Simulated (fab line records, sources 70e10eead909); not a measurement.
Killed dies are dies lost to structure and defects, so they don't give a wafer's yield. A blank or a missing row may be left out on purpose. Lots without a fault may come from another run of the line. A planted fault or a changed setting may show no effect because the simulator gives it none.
Chamber matching | flow nand_harc | NHARC_A_M0_CMP_23 on cmp-01: 4 sister chambers
The step polishes, t overpolish 20 s, target thk 113.75 nm. 4 wafers are shown with their chamber, then 7 later ones without.

WAFERS WITH THEIR CHAMBER
wafer  | chamber | motor_current_A (A)
L911.1 | 1       | 12.0
L916.3 | 2       | 14.5
L919.3 | 3       | 11.5
L919.4 | 0       | 12.8

WAFERS WITHOUT THEIR CHAMBER
wafer  | motor_current_A (A)
L919.5 | 11.8
L922.1 | 12.6
L922.4 | 12.8
L922.6 | 11.8
L926.2 | 12.6
L926.3 | 12.0
L926.4 | 13.8

WHICH CHAMBER EACH WENT THROUGH
wafer  | from the rows above     | in truth
L919.5 | can't be placed: 1 or 3 | 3
L922.1 | can't be placed: 0 or 1 | 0
L922.4 | 0                       | 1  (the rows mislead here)
L922.6 | can't be placed: 1 or 3 | 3
L926.2 | can't be placed: 0 or 1 | 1
L926.3 | can't be placed: 1 or 3 | 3
L926.4 | can't be placed: 2 or 0 | 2
Placed correctly: 0 of 7. Can't be placed from these rows: 6 (the true chamber is among the candidates in 6). Placed wrongly: 1.
How it was worked out, from the rows above alone: a wafer's distance from a chamber is the root of the sum, over the readings, of the square of ((its reading less the chamber's mean) divided by the reading's scatter). The wafer belongs to the nearest chamber; if the next one is less than 2 further off, it can't be placed. A chamber's mean is the mean of its shown wafers. The scatter: with one shown wafer a chamber, the root of the mean of the squares of how far each hidden wafer lies from its nearest shown one.
